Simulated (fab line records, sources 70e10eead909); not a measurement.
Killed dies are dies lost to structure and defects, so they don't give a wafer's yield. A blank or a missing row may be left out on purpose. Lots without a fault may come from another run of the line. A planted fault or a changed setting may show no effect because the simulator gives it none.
Chamber matching | flow nand_harc | NHARC_A_CHANNEL_FILL_D2_STRIP_28 on rie_diel-10: 4 sister chambers
The step strips in O2, time 20 s. 14 wafers are shown with their chamber, then 7 later ones without.

WAFERS WITH THEIR CHAMBER
wafer  | chamber | rf_vpp_V (V) | o2_flow_sccm (sccm) | throttle_valve_pct (%)
L074.1 | 0       | 58.4         | 499.2               | 17.036
L074.2 | 3       | 57.6         | 499.0               | 17.043
L074.5 | 0       | 59.3         | 497.9               | 17.047
L076.3 | 2       | 57.9         | 500.7               | 17.041
L076.5 | 2       | 59.0         | 499.4               | 17.028
L076.6 | 1       | 56.8         | 502.3               | 17.054
L077.3 | 3       | 58.2         | 501.3               | 17.036
L077.4 | 1       | 56.8         | 500.2               | 17.030
L077.5 | 1       | 56.9         | 499.0               | 17.047
L082.1 | 1       | 58.4         | 499.3               | 17.009
L082.3 | 0       | 59.6         | 497.2               | 17.037
L082.6 | 0       | 57.3         | 500.1               | 17.044
L085.1 | 3       | 57.8         | 499.5               | 17.052
L085.3 | 1       | 57.6         | 498.2               | 17.047

SIGNATURES (means of the wafers above)
reading            | chamber 0 | chamber 1 | chamber 2 | chamber 3 | scatter within a chamber
rf_vpp_V           | 58.650    | 57.300    | 58.450    | 57.867    | 0.772
o2_flow_sccm       | 498.600   | 499.800   | 500.050   | 499.933   | 1.37
throttle_valve_pct | 17.04100  | 17.03740  | 17.03450  | 17.04367  | 0.0127
Rule: a wafer's distance from a chamber is the root of the sum, over the readings, of the square of ((its reading less the chamber's mean) divided by the reading's scatter). The wafer belongs to the nearest chamber; if the next one is less than 2 further off, it can't be placed. The scatter: the root of (the sum of the squares of (reading less its chamber's mean) over the shown wafers, divided by (wafers less chambers)).

WAFERS WITHOUT THEIR CHAMBER
wafer  | rf_vpp_V (V) | o2_flow_sccm (sccm) | throttle_valve_pct (%)
L085.6 | 57.5         | 499.7               | 17.028
L084.2 | 58.2         | 500.7               | 17.030
L084.5 | 56.9         | 499.7               | 17.041
L084.6 | 59.2         | 500.5               | 17.038
L093.1 | 55.9         | 499.3               | 17.046
L093.2 | 56.2         | 501.2               | 17.047
L093.5 | 57.2         | 499.9               | 17.047

WHICH CHAMBER EACH WENT THROUGH
wafer  | from the rows above               | in truth
L085.6 | can't be placed: 1 or 3 or 2 or 0 | 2
L084.2 | can't be placed: 2 or 3 or 1 or 0 | 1
L084.5 | can't be placed: 1 or 3 or 2 or 0 | 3
L084.6 | can't be placed: 2 or 0 or 3 or 1 | 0
L093.1 | can't be placed: 1 or 3 or 2 or 0 | 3
L093.2 | can't be placed: 1 or 3 or 2 or 0 | 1
L093.5 | can't be placed: 1 or 3 or 2 or 0 | 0
Placed correctly: 0 of 7. Can't be placed from these rows: 7 (the true chamber is among the candidates in 7). Placed wrongly: 0.
